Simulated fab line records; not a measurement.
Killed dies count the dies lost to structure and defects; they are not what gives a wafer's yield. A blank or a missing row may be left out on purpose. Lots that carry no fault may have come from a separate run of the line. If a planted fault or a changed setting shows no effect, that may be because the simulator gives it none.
What tool caused it? + flow n5-finfet + Sampling: 14 lots, 42 wafers, 7 of 1938 route steps

## WHAT THE GAUGES READ, wafer by wafer
N5_SD_EPI_P_EPI_MEAS_23. Usual: thk-nm at 61.2 nm, with a standard deviation of 1.2.
| lot  | measured    | on            | thk-nm (nm)    | flag |
|------|-------------|---------------|----------------|------|
| L611 | day 3 19:50 | film-metro-02 | 60.4 60.4 60.5 |      |
| L614 | day 4 11:40 | film-metro-01 | 62.6 60.5 61.3 |      |
| L613 | day 4 13:05 | film-metro-01 | 61.1 60.0 63.1 |      |
| L616 | day 5 01:02 | film-metro-02 | 61.7 61.8 62.7 |      |
| L619 | day 5 19:38 | film-metro-02 | 59.3 61.3 61.7 |      |
| L620 | day 6 00:37 | film-metro-02 | 61.1 59.3 61.0 |      |
| L622 | day 6 10:07 | film-metro-01 | 75.9 59.8 77.0 | OFF  |
| L623 | day 6 13:44 | film-metro-02 | 60.9 61.4 62.2 |      |
| L624 | day 6 22:01 | film-metro-01 | 77.2 76.0 61.4 | OFF  |
| L627 | day 7 17:36 | film-metro-02 | 61.1 61.3 59.8 |      |
| L630 | day 8 11:34 | film-metro-01 | 60.2 59.7 62.7 |      |
| L631 | day 8 17:57 | film-metro-01 | 58.9 60.4 60.6 |      |
| L632 | day 8 23:05 | film-metro-02 | 60.6 60.7 58.0 |      |
| L633 | day 9 06:18 | film-metro-01 | 61.7 63.3 60.8 |      |

N5_SD_ACTIVATION_RS_MEAS_03: measurement is done with a four-point probe. Usual: RS_SD_N 21.86 ohm/sq, standard deviation 0.23; RS_SD_P 55.8 ohm/sq, standard deviation 0.89.
| lot  | measured    | on            | RS_SD_N (ohm/sq)  | RS_SD_P (ohm/sq) | flag |
|------|-------------|---------------|-------------------|------------------|------|
| L611 | day 3 22:32 | film-metro-01 | 21.97 21.57 22.02 | 54.3 54.6 55.3   |      |
| L614 | day 4 12:31 | film-metro-02 | 21.70 22.06 21.99 | 55.8 55.7 55.9   |      |
| L613 | day 4 13:41 | film-metro-02 | 21.94 21.75 22.12 | 55.8 55.2 54.5   |      |
| L616 | day 5 01:47 | film-metro-02 | 21.66 22.22 21.83 | 55.5 54.8 55.9   |      |
| L619 | day 5 20:23 | film-metro-01 | 22.27 21.94 21.74 | 56.0 56.4 56.4   |      |
| L620 | day 6 01:13 | film-metro-02 | 22.06 22.13 21.97 | 55.6 56.3 55.1   |      |
| L622 | day 6 11:16 | film-metro-01 | 21.85 21.89 21.79 | 44.0 56.1 44.2   | OFF  |
| L623 | day 6 14:34 | film-metro-02 | 21.83 22.04 21.80 | 56.5 56.5 56.3   |      |
| L624 | day 6 22:53 | film-metro-01 | 21.53 21.60 21.52 | 43.8 43.7 55.1   | OFF  |
| L627 | day 7 18:13 | film-metro-02 | 21.71 21.95 22.02 | 56.8 56.9 55.9   |      |
| L630 | day 8 12:10 | film-metro-02 | 21.60 21.75 21.49 | 55.2 55.3 55.5   |      |
| L631 | day 8 18:35 | film-metro-02 | 22.04 21.95 21.98 | 57.1 57.3 57.9   |      |
| L632 | day 8 23:43 | film-metro-01 | 22.37 21.73 21.79 | 55.6 55.8 55.8   |      |
| L633 | day 9 06:56 | film-metro-02 | 22.28 21.79 22.00 | 55.2 55.4 56.1   |      |

N5_BEOL_M4_RC_MEAS_101. Usual: DIBL_N 36.3 mV/V, standard deviation 1.2; DIBL_P 36.3 mV/V, standard deviation 1.4; IOFF_N 0.157 nA/um, standard deviation 0.02; IOFF_P 0.22 nA/um, standard deviation 0.033; ION_N 675 uA/um, standard deviation 9.6; ION_P 465 uA/um, standard deviation 8.2; RS_SD_P 65.4 ohm/sq, standard deviation 1.1; SS_N 71.4 mV/dec, standard deviation 0.45; SS_P 73.3 mV/dec, standard deviation 0.54; VT_N 249.8 mV, standard deviation 2.5; VT_P -249 mV, standard deviation 3.2.
| lot  | measured     | on        | DIBL_N (mV/V)  | DIBL_P (mV/V)  | IOFF_N (nA/um)    | IOFF_P (nA/um) | ION_N (uA/um) | ION_P (uA/um) | RS_SD_P (ohm/sq) | SS_N (mV/dec)  | SS_P (mV/dec)  | VT_N (mV)         | VT_P (mV)      | flag |
|------|--------------|-----------|----------------|----------------|-------------------|----------------|---------------|---------------|------------------|----------------|----------------|-------------------|----------------|------|
| L611 | day 9 11:22  | prober-02 | 36.7 37.9 36.8 | 37.4 38.7 37.3 | 0.161 0.190 0.162 | 0.24 0.26 0.23 | 684 687 678   | 475 467 468   | 63.9 64.1 65.4   | 72.0 71.9 71.4 | 73.4 74.0 74.3 | 247.5 248.9 249.6 | -247 -249 -249 |      |
| L614 | day 9 17:05  | prober-01 | 36.7 36.6 36.4 | 36.7 36.2 36.4 | 0.185 0.163 0.179 | 0.25 0.23 0.25 | 695 679 695   | 475 466 477   | 65.2 64.9 64.1   | 72.2 71.9 71.0 | 73.9 72.6 72.6 | 247.5 250.2 246.5 | -249 -249 -246 |      |
| L613 | day 9 23:38  | prober-01 | 36.5 37.5 36.6 | 35.2 37.4 34.6 | 0.145 0.176 0.138 | 0.20 0.24 0.19 | 677 690 674   | 465 477 460   | 64.4 64.5 64.0   | 71.7 71.7 71.2 | 73.1 73.4 73.4 | 253.5 246.0 252.7 | -251 -247 -251 |      |
| L616 | day 10 18:52 | prober-01 | 36.2 37.5 36.2 | 35.5 37.2 35.9 | 0.137 0.155 0.140 | 0.18 0.21 0.18 | 668 684 673   | 456 468 459   | 65.3 64.8 65.0   | 71.4 71.9 71.1 | 73.1 73.3 72.8 | 252.1 253.2 251.5 | -252 -252 -253 |      |
| L619 | day 10 16:16 | prober-01 | 34.2 34.5 35.3 | 35.7 36.1 37.5 | 0.151 0.159 0.177 | 0.23 0.23 0.26 | 686 670 692   | 468 470 475   | 66.8 66.7 66.4   | 71.2 71.8 71.6 | 72.6 72.4 72.8 | 248.1 245.6 247.1 | -247 -248 -246 |      |
| L620 | day 11 11:13 | prober-02 | 37.4 36.9 37.3 | 35.5 35.0 35.6 | 0.168 0.162 0.174 | 0.23 0.21 0.23 | 683 680 682   | 466 466 465   | 64.9 66.1 65.6   | 70.9 71.2 71.6 | 73.8 73.2 73.8 | 249.0 248.9 250.0 | -249 -247 -247 |      |
| L622 | day 12 05:26 | prober-01 | 37.2 35.8 36.2 | 37.3 36.4 36.6 | 0.182 0.173 0.173 | 0.29 0.24 0.26 | 680 680 677   | 484 472 475   | 51.7 65.9 51.7   | 71.3 71.3 71.1 | 73.5 73.9 72.8 | 248.5 249.2 247.7 | -242 -245 -242 | OFF  |
| L623 | day 11 12:14 | prober-01 | 34.5 34.2 33.8 | 34.8 34.3 34.0 | 0.155 0.146 0.141 | 0.19 0.18 0.17 | 679 681 670   | 468 459 459   | 66.1 67.0 66.0   | 71.6 70.7 71.5 | 73.8 72.8 72.9 | 249.4 247.7 248.8 | -252 -255 -256 |      |
| L624 | day 12 12:53 | prober-02 | 37.1 36.4 34.7 | 36.9 36.4 34.0 | 0.156 0.154 0.120 | 0.25 0.23 0.18 | 666 671 660   | 469 467 453   | 51.4 51.7 64.9   | 71.4 72.1 70.6 | 74.0 73.0 73.4 | 250.1 252.0 254.0 | -245 -247 -253 | OFF  |
| L627 | day 13 11:38 | prober-02 | 35.0 35.3 34.5 | 35.0 35.0 33.3 | 0.143 0.149 0.137 | 0.25 0.23 0.21 | 674 677 687   | 464 472 473   | 65.9 65.7 66.1   | 72.2 71.7 71.4 | 73.6 73.6 73.2 | 251.8 252.1 250.9 | -248 -247 -248 |      |
| L630 | day 13 20:59 | prober-02 | 38.3 37.7 38.1 | 38.4 38.6 38.6 | 0.206 0.195 0.199 | 0.26 0.26 0.26 | 675 675 692   | 463 467 474   | 64.5 65.8 64.8   | 72.1 72.2 71.5 | 74.6 73.5 73.9 | 247.8 247.5 244.4 | -247 -249 -245 |      |
| L631 | day 14 03:20 | prober-02 | 37.2 37.1 35.9 | 37.3 36.7 34.6 | 0.186 0.174 0.154 | 0.26 0.25 0.22 | 691 683 689   | 481 473 474   | 67.1 66.9 67.8   | 71.4 71.6 70.7 | 74.0 74.1 73.9 | 247.1 249.6 253.2 | -246 -247 -250 |      |
| L632 | day 13 19:12 | prober-01 | 35.7 37.4 36.5 | 36.1 37.9 36.6 | 0.147 0.182 0.170 | 0.25 0.28 0.26 | 673 675 667   | 469 473 464   | 64.9 65.4 65.7   | 71.2 71.5 71.8 | 73.3 74.0 73.9 | 249.2 246.1 247.4 | -246 -245 -246 |      |
| L633 | day 14 19:49 | prober-02 | 38.2 34.8 39.5 | 39.2 34.9 40.7 | 0.187 0.119 0.208 | 0.29 0.20 0.34 | 688 665 685   | 471 470 478   | 65.2 65.2 64.5   | 71.6 70.4 71.7 | 74.1 72.6 74.1 | 249.0 251.8 247.2 | -242 -248 -243 |      |

## EACH LOT AND THE TOOL THAT RAN IT (in order: tool; ch and the chambers of the sampled wafers; start)
| lot  | N5_SD_EPI_P_ETCH_47               | N5_SD_EPI_P_ETCH_16               | N5_SD_EPI_P_EPI_21             | N5_ILD0_LINER_00                 |
|------|-----------------------------------|-----------------------------------|--------------------------------|----------------------------------|
| L611 | rie-diel-05 ch 0,2,3, day 3 14:40 | rie-diel-05 ch 0,2,3, day 3 14:46 | epi-rpcvd-01 ch 0, day 3 17:53 | ald-sin-04 ch 0,1,3, day 3 22:50 |
| L614 | rie-diel-04 ch 0,2, day 4 07:47   | rie-diel-04 ch 0,2, day 4 07:53   | epi-rpcvd-01 ch 0, day 4 08:45 | ald-sin-04 ch 0,3, day 4 12:53   |
| L613 | rie-diel-02 ch 0,3, day 4 08:08   | rie-diel-02 ch 0,3, day 4 08:14   | epi-rpcvd-02 ch 0, day 4 10:10 | ald-sin-04 ch 0,1, day 4 14:20   |
| L616 | rie-diel-05 ch 0,1,3, day 4 22:01 | rie-diel-05 ch 0,1,3, day 4 22:07 | epi-rpcvd-03 ch 0, day 4 22:51 | ald-sin-04 ch 0,1,2, day 5 02:31 |
| L619 | rie-diel-04 ch 2,3, day 5 16:36   | rie-diel-04 ch 2,3, day 5 16:42   | epi-rpcvd-02 ch 0, day 5 17:26 | ald-sin-01 ch 2,3, day 5 20:44   |
| L620 | rie-diel-02 ch 0,3, day 5 21:35   | rie-diel-02 ch 0,3, day 5 21:41   | epi-rpcvd-02 ch 0, day 5 22:25 | ald-sin-04 ch 0,1,2, day 6 01:38 |
| L622 | rie-diel-05 ch 1,2,3, day 6 07:03 | rie-diel-05 ch 1,2,3, day 6 07:09 | epi-rpcvd-03 ch 0, day 6 07:54 | ald-sin-02 ch 0,2,3, day 6 11:38 |
| L623 | rie-diel-02 ch 1,2, day 6 10:43   | rie-diel-02 ch 1,2, day 6 10:49   | epi-rpcvd-02 ch 0, day 6 12:16 | ald-sin-01 ch 0,1,3, day 6 14:53 |
| L624 | rie-diel-05 ch 0,1,2, day 6 18:59 | rie-diel-05 ch 0,1,2, day 6 19:05 | epi-rpcvd-03 ch 0, day 6 19:49 | ald-sin-01 ch 0,1,3, day 6 23:34 |
| L627 | rie-diel-05 ch 0,1,2, day 7 14:33 | rie-diel-05 ch 0,1,2, day 7 14:39 | epi-rpcvd-02 ch 0, day 7 15:23 | ald-sin-01 ch 1,2,3, day 7 18:34 |
| L630 | rie-diel-05 ch 0,1,3, day 8 08:32 | rie-diel-05 ch 0,1,3, day 8 08:38 | epi-rpcvd-02 ch 0, day 8 09:22 | ald-sin-02 ch 0,1, day 8 12:32   |
| L631 | rie-diel-02 ch 0,1,3, day 8 12:58 | rie-diel-02 ch 0,1,3, day 8 13:04 | epi-rpcvd-01 ch 0, day 8 15:21 | ald-sin-01 ch 0,1, day 8 19:13   |
| L632 | rie-diel-05 ch 0,1, day 8 20:03   | rie-diel-05 ch 0,1, day 8 20:09   | epi-rpcvd-02 ch 0, day 8 20:53 | ald-sin-02 ch 1,3, day 9 01:05   |
| L633 | rie-diel-05 ch 0,1,3, day 9 03:13 | rie-diel-05 ch 0,1,3, day 9 03:19 | epi-rpcvd-03 ch 0, day 9 04:28 | ald-sin-02 ch 0,2,3, day 9 07:16 |
- N5_SD_EPI_P_ETCH_47: etches SiOCN in CH3F/O2, target depth 25 nm.
- N5_SD_EPI_P_ETCH_16: etches SiO2 in CHF3/O2, target depth 5 nm.
- N5_SD_EPI_P_EPI_21: deposits SiGe:B, time 355 s.
- N5_ILD0_LINER_00: material SiNx, target thk 4 nm, pulse time 1 s, purge time 2 s.

## AS READ BY THE TOOLS THEMSELVES (means over the sampled wafers that have a number; for cases with no such wafer, the mark the record gives instead)
N5_SD_EPI_P_ETCH_47. Usual: drypump-motor-current-A 5.7 A, standard deviation 0.53; oes_o_777_au 0.73 a.u., standard deviation 0.041; oes-product-au 0.73 a.u., standard deviation 0.039; rf-vpp-V 127.8 V, standard deviation 1.6; showerhead-plenum-p-Torr 1.98 Torr, standard deviation 0.041; throttle-valve-pct 16.49 %, standard deviation 0.21.
| lot  | tool        | drypump-motor-current-A (A) | oes_o_777_au (a.u.) | oes-product-au (a.u.) | rf-vpp-V (V) | showerhead-plenum-p-Torr (Torr) | throttle-valve-pct (%) | flag |
|------|-------------|-----------------------------|---------------------|-----------------------|--------------|---------------------------------|------------------------|------|
| L611 | rie-diel-05 | 5.5                         | 0.72                | 0.72                  | 127.9        | 1.99                            | 16.48                  |      |
| L614 | rie-diel-04 | 5.9                         | 0.76                | 0.76                  | 128.4        | 2.04                            | 16.43                  |      |
| L613 | rie-diel-02 | 5.6                         | 0.74                | 0.73                  | 127.4        | 2.00                            | 16.62                  |      |
| L616 | rie-diel-05 | 5.9                         | 0.72                | 0.72                  | 129.3        | 1.99                            | 16.58                  |      |
| L619 | rie-diel-04 | 5.6                         | 0.76                | 0.76                  | 129.3        | 2.02                            | 16.46                  |      |
| L620 | rie-diel-02 | 5.6                         | 0.74                | 0.73                  | 126.3        | 1.99                            | 16.65                  |      |
| L622 | rie-diel-05 | 5.9                         | 0.71                | 0.71                  | 128.1        | 1.98                            | 16.55                  |      |
| L623 | rie-diel-02 | 5.8                         | 0.72                | 0.72                  | 127.2        | 1.93                            | 16.27                  |      |
| L624 | rie-diel-05 | 5.9                         | 0.70                | 0.71                  | 129.0        | 1.98                            | 16.45                  |      |
| L627 | rie-diel-05 | 5.9                         | 0.70                | 0.70                  | 127.7        | 1.98                            | 16.45                  |      |
| L630 | rie-diel-05 | 5.9                         | 0.70                | 0.70                  | 127.8        | 1.98                            | 16.62                  |      |
| L631 | rie-diel-02 | 5.5                         | 0.80                | 0.80                  | 126.7        | 2.04                            | 16.41                  |      |
| L632 | rie-diel-05 | 5.8                         | 0.69                | 0.69                  | 128.7        | 1.97                            | 16.52                  |      |
| L633 | rie-diel-05 | 5.9                         | 0.69                | 0.70                  | 128.7        | 1.98                            | 16.62                  |      |

N5_SD_EPI_P_ETCH_16. Usual: drypump-motor-current-A 5.7 A, standard deviation 0.53; oes_o_777_au 0.73 a.u., standard deviation 0.042; oes-product-au 0.73 a.u., standard deviation 0.04; rf-vpp-V 526 V, standard deviation 5.5; showerhead-plenum-p-Torr 2.39 Torr, standard deviation 0.047; throttle-valve-pct 19.05 %, standard deviation 0.22.
| lot  | tool        | drypump-motor-current-A (A) | oes_o_777_au (a.u.) | oes-product-au (a.u.) | rf-vpp-V (V) | showerhead-plenum-p-Torr (Torr) | throttle-valve-pct (%) | flag |
|------|-------------|-----------------------------|---------------------|-----------------------|--------------|---------------------------------|------------------------|------|
| L611 | rie-diel-05 | 5.5                         | 0.72                | 0.73                  | 527          | 2.39                            | 19.05                  |      |
| L614 | rie-diel-04 | 5.9                         | 0.77                | 0.76                  | 527          | 2.45                            | 18.98                  |      |
| L613 | rie-diel-02 | 5.6                         | 0.74                | 0.73                  | 522          | 2.41                            | 19.20                  |      |
| L616 | rie-diel-05 | 5.9                         | 0.71                | 0.72                  | 531          | 2.39                            | 19.15                  |      |
| L619 | rie-diel-04 | 5.5                         | 0.76                | 0.76                  | 528          | 2.43                            | 19.03                  |      |
| L620 | rie-diel-02 | 5.6                         | 0.73                | 0.73                  | 522          | 2.40                            | 19.22                  |      |
| L622 | rie-diel-05 | 5.9                         | 0.72                | 0.72                  | 527          | 2.39                            | 19.12                  |      |
| L623 | rie-diel-02 | 5.8                         | 0.72                | 0.72                  | 524          | 2.33                            | 18.81                  |      |
| L624 | rie-diel-05 | 5.8                         | 0.70                | 0.71                  | 526          | 2.38                            | 18.99                  |      |
| L627 | rie-diel-05 | 5.9                         | 0.70                | 0.70                  | 527          | 2.38                            | 19.02                  |      |
| L630 | rie-diel-05 | 5.9                         | 0.70                | 0.70                  | 531          | 2.38                            | 19.19                  |      |
| L631 | rie-diel-02 | 5.5                         | 0.79                | 0.80                  | 524          | 2.45                            | 19.00                  |      |
| L632 | rie-diel-05 | 5.8                         | 0.69                | 0.70                  | 529          | 2.38                            | 19.07                  |      |
| L633 | rie-diel-05 | 5.9                         | 0.70                | 0.70                  | 530          | 2.38                            | 19.20                  |      |

N5_ILD0_LINER_00. Usual: heater-power-w 842 W, standard deviation 81; precursor-pulse-height-rel 0.999, standard deviation 0.02.
| lot  | tool       | heater-power-w (W) | precursor-pulse-height-rel | flag |
|------|------------|--------------------|----------------------------|------|
| L611 | ald-sin-04 | 843                | 0.997                      |      |
| L614 | ald-sin-04 | 870                | 1.008                      |      |
| L613 | ald-sin-04 | 900                | 1.013                      |      |
| L616 | ald-sin-04 | 860                | 1.008                      |      |
| L619 | ald-sin-01 | 803                | 1.007                      |      |
| L620 | ald-sin-04 | 858                | 1.011                      |      |
| L622 | ald-sin-02 | 832                | 1.017                      |      |
| L623 | ald-sin-01 | 854                | 1.005                      |      |
| L624 | ald-sin-01 | 851                | 0.985                      |      |
| L627 | ald-sin-01 | 831                | 0.982                      |      |
| L630 | ald-sin-02 | 851                | 1.000                      |      |
| L631 | ald-sin-01 | 862                | 0.992                      |      |
| L632 | ald-sin-02 | 730                | 1.009                      |      |
| L633 | ald-sin-02 | 851                | 0.998                      |      |

## THE ANSWER, worked out from the rows above alone
Rule: a lot counts as off when the mean over its wafers that have a number is more than 3 standard deviations away from the usual mean. A lot without any number at a reading at which 4 lots or more have one is off too. Where the step has rows for the other lots, those lots are counted as sound. First the gauges in route order, then the tools' own readings, where a lot's mean is used as printed above. The first step at which some lot is off is used, and at that step the reading that is off furthest; a lot without a number counts as furthest.
Off: L622, L624, at N5_SD_EPI_P_EPI_MEAS_23 (thk-nm).
A tool fits if, at a process step before that reading, it ran every lot that is off, and no sound lot after the first of them. Not tried: the gauges at N5_SD_EPI_P_EPI_MEAS_23; whatever is off there is also off at N5_BEOL_M4_RC_MEAS_101, on other tools, and gauge error can't account for it. None of those tried fits.

## WHAT THE SIMULATOR PUT IN
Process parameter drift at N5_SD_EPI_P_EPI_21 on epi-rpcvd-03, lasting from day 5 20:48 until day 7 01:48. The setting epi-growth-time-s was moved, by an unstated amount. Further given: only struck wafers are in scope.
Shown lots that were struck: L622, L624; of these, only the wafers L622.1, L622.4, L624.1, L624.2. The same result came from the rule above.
